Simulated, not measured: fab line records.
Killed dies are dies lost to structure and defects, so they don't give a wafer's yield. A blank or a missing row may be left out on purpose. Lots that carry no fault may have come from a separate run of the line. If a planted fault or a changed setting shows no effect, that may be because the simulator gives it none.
Split-lot trial + flow n5_finfet + route with 1938 steps; 7 lots, 21 wafers read

== ABOUT THE SPLIT ==
At N5_BEOL_M11_TRENCH_ETCH_37 (etches SiCOH lowk in C4F6/O2, target depth 148.83 nm, time 48 s), the setting time_s was moved away from the recipe's 48 s on 4 of the 21 wafers read, by -8.2% to +20.0%. All remaining wafers had this setting at the recipe value.

== FROM THE SPLIT TO THE READING: what the file shows between them, 4 steps ==
- N5_BEOL_M11_ETCH_41: etches SiCN in CH3F/O2, target depth 42.6 nm, time 86 s
- N5_BEOL_M11_STRIP_77: strips in N2/H2, time 10 s
- N5_BEOL_M11_ECD_50: material Cu, target thk 318 nm
- N5_BEOL_M11_ANNEAL_51: time 90 s

== THE READING ==
Cu_of_BEOL_M11_ECD_50.thk_nm (the simulator's own value, which no gauge read), in nm, at N5_BEOL_M11_CMP_52 (polishes, stops on SiCOH lowk, t overpolish 7 s, target thk 140 nm). No usual value for it is given in the file. The 17 wafers here that ran the recipe average 140.5 nm, standard deviation 3.7 nm.

| wafer  | tool, chamber at the split | time_s as run, s | against the recipe | Cu_of_BEOL_M11_ECD_50.thk_nm, nm | against lot-mates on the recipe |
|--------|----------------------------|------------------|--------------------|----------------------------------|---------------------------------|
| L075.1 | rie_diel-06, 2             | 48               | recipe             | 144.8                            | -                               |
| L075.3 | rie_diel-06, 0             | 48               | recipe             | 137                              | -                               |
| L075.6 | rie_diel-06, 2             | 48               | recipe             | 145.4                            | -                               |
| L078.2 | rie_diel-01, 1             | 48               | recipe             | 140.6                            | -                               |
| L078.3 | rie_diel-01, 2             | 48               | recipe             | 134                              | -                               |
| L078.6 | rie_diel-01, 0             | 44.08            | -8.2%              | 123.6                            | -13.7                           |
| L081.4 | rie_diel-01, 2             | 53.69            | +11.9%             | 153.4                            | +13.6                           |
| L081.6 | rie_diel-01, 0             | 48               | recipe             | 137.2                            | -                               |
| L081.5 | rie_diel-01, 3             | 48               | recipe             | 142.4                            | -                               |
| L080.3 | rie_diel-03, 1             | 51.11            | +6.5%              | 141.8                            | +5.5                            |
| L080.6 | rie_diel-03, 3             | 48               | recipe             | 139.8                            | -                               |
| L080.5 | rie_diel-03, 2             | 48               | recipe             | 132.8                            | -                               |
| L082.2 | rie_diel-06, 3             | 48               | recipe             | 140.4                            | -                               |
| L082.3 | rie_diel-06, 2             | 48               | recipe             | 143                              | -                               |
| L082.6 | rie_diel-06, 3             | 57.6             | +20.0%             | 171                              | +29.3                           |
| L084.3 | rie_diel-06, 2             | 48               | recipe             | 147.6                            | -                               |
| L084.1 | rie_diel-06, 3             | 48               | recipe             | 139.8                            | -                               |
| L084.4 | rie_diel-06, 1             | 48               | recipe             | 140.2                            | -                               |
| L091.2 | rie_diel-01, 1             | 48               | recipe             | 141.4                            | -                               |
| L091.5 | rie_diel-01, 0             | 48               | recipe             | 142.2                            | -                               |
| L091.6 | rie_diel-01, 1             | 48               | recipe             | 140.2                            | -                               |

FIT RESULTS
A straight line over all 21 wafers: Cu_of_BEOL_M11_ECD_50.thk_nm changes by +1.43 nm for each +1% of time_s; r = +0.89; the points scatter about the line by 4.2 nm.
The same after taking each lot's own level away (the mean of its wafers on the recipe; 21 wafers): +1.39 nm for each +1%; r = +0.93; scatter 3 nm.
On that fit, the largest move of time_s shifts the reading by 28 nm.
The span of the lots' own levels, 136.30 to 142.53 nm, comes to 1.7 times the standard deviation stated above.
The two slopes are in agreement: the lot-to-lot level therefore moves the slope only a little.
Check: with one of the wafers moved furthest among these (+20.0%) left out of the fit, the line predicts +24.7 nm for it against its lot-mates. Against them it came out at +29.3 nm.

== OTHER SPLITS APPLIED TO THESE WAFERS ==
Note: prior to the reading, these wafers also went through further splits. Each is held against what the fit with the lots' levels taken away leaves over:
| other split on the same wafers        | wafers away from the commonest value | r with Cu_of_BEOL_M11_ECD_50.thk_nm (lot level and that fit taken away) |
|---------------------------------------|--------------------------------------|-------------------------------------------------------------------------|
| N5_BEOL_M10_DEVELOP_27 develop_time_s | 5                                    | +0.08                                                                   |
| N5_BEOL_M11_VIA_ETCH_34 time_s        | 3                                    | +0.07                                                                   |

== THE WHOLE CHAIN: every reading that the file lists as answering this split, in the file's order ==
| step                       | what it does                                                       | reading                                                                       | change (the file's fit)              | r (the file's) |
|----------------------------|--------------------------------------------------------------------|-------------------------------------------------------------------------------|--------------------------------------|----------------|
| N5_BEOL_M11_TRENCH_ETCH_37 | etches SiCOH lowk in C4F6/O2, target depth 148.83 nm, time 48 s    | BEOL_M11.feature_depth_nm (the simulator's own value, which no gauge read)    | +1.4 nm for each +1% of the setting  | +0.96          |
| N5_BEOL_M11_TRENCH_ETCH_37 | etches SiCOH lowk in C4F6/O2, target depth 148.83 nm, time 48 s    | etch.depth_nm (the simulator's own value, which no gauge read)                | +1.4 nm for each +1% of the setting  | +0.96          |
| N5_BEOL_M11_CMP_52         | polishes, stops on SiCOH lowk, t overpolish 7 s, target thk 140 nm | Cu_of_BEOL_M11_ECD_50.thk_nm (the simulator's own value, which no gauge read) | +1.38 nm for each +1% of the setting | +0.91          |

== FILE'S OWN FIT ==
Cu_of_BEOL_M11_ECD_50.thk_nm changes by +1.38 nm for each +1% of time_s, r = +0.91.
